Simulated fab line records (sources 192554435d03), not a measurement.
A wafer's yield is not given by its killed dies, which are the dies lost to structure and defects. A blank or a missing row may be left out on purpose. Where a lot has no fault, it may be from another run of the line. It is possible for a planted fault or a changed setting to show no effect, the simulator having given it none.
Split-lot trial -- flow n5_finfet -- 21 wafers read from 7 lots, route of 1938 steps

## SPLIT DETAILS
At N5_GATE_CUT_ETCH_56 (etches TiN in Cl2/Ar, target depth 21.6 nm), the setting bias_w was moved away from the recipe's 60 W on 7 of the 21 wafers read, by -18.0% to -5.0%. For the rest of the wafers, this setting stayed at what the recipe calls for.

The reading is taken at the split's own step.

## THE READING
etch.depth_nm (the simulator's own value, which no gauge read), in nm, at N5_GATE_CUT_ETCH_56 (etches TiN in Cl2/Ar, target depth 21.6 nm). The file gives no usual value for it. The 14 wafers here that ran the recipe average 21.79 nm, standard deviation 0.3 nm.

wafer,"tool, chamber at the split","bias_w as run, W",against the recipe,"etch.depth_nm, nm",against lot-mates on the recipe
L075.3,"rie_metal-03, 1",60,recipe,22.06,-
L075.5,"rie_metal-03, 1",60,recipe,22.13,-
L075.6,"rie_metal-03, 0",60,recipe,21.66,-
L080.1,"rie_metal-03, 0",60,recipe,21.71,-
L080.2,"rie_metal-03, 1",50.61,-15.6%,20.81,-0.90
L080.4,"rie_metal-03, 1",50.61,-15.6%,20.89,-0.82
L081.1,"rie_metal-02, 1",51.06,-14.9%,20.61,-1.01
L081.4,"rie_metal-02, 1",51.06,-14.9%,20.68,-0.94
L081.6,"rie_metal-02, 0",60,recipe,21.62,-
L087.1,"rie_metal-03, 1",60,recipe,22.15,-
L087.3,"rie_metal-03, 0",56.98,-5.0%,21.32,-0.81
L087.4,"rie_metal-03, 1",60,recipe,22.12,-
L089.2,"rie_metal-02, 0",49.23,-18.0%,19.84,-1.41
L089.4,"rie_metal-02, 1",49.23,-18.0%,19.9,-1.35
L089.5,"rie_metal-02, 0",60,recipe,21.25,-
L090.1,"rie_metal-03, 0",60,recipe,21.73,-
L090.2,"rie_metal-03, 1",60,recipe,22.09,-
L090.5,"rie_metal-03, 1",60,recipe,22.08,-
L094.1,"rie_metal-03, 0",60,recipe,21.46,-
L094.5,"rie_metal-03, 1",60,recipe,21.73,-
L094.6,"rie_metal-03, 0",60,recipe,21.31,-

FIT RESULTS
A straight line over all 21 wafers: etch.depth_nm changes by +0.0847 nm for each +1% of bias_w; r = +0.90; the points scatter about the line by 0.32 nm.
The same after taking each lot's own level away (the mean of its wafers on the recipe; 21 wafers): +0.0672 nm for each +1%; r = +0.94; scatter 0.19 nm.
On that fit, the largest move of bias_w shifts the reading by 1.2 nm.
From 21.250 to 22.135 nm: that is the span of the lots' own levels, equal to 2.9 times the standard deviation above.
Thus the slope moves with the lot-to-lot level: the two fits are different.
Check: for one of the wafers moved furthest among these (-18.0%), held out of the fit, the line's prediction against its lot-mates is -1.18 nm. Against them it came out at -1.41 nm.

## OTHER SPLITS APPLIED TO THESE WAFERS
These wafers also went through other splits before the reading. Each is held against what the fit with the lots' levels taken away leaves over:
other split on the same wafers,wafers away from the commonest value,r with etch.depth_nm (lot level and that fit taken away)
N5_SDB_COAT_03 spin_rpm,8,+0.04
N5_HKMG_FIN_ETCH_55 time_s,7,-0.14

## FILE'S OWN FIT
etch.depth_nm changes by +0.0697 nm for each +1% of bias_w, r = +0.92.
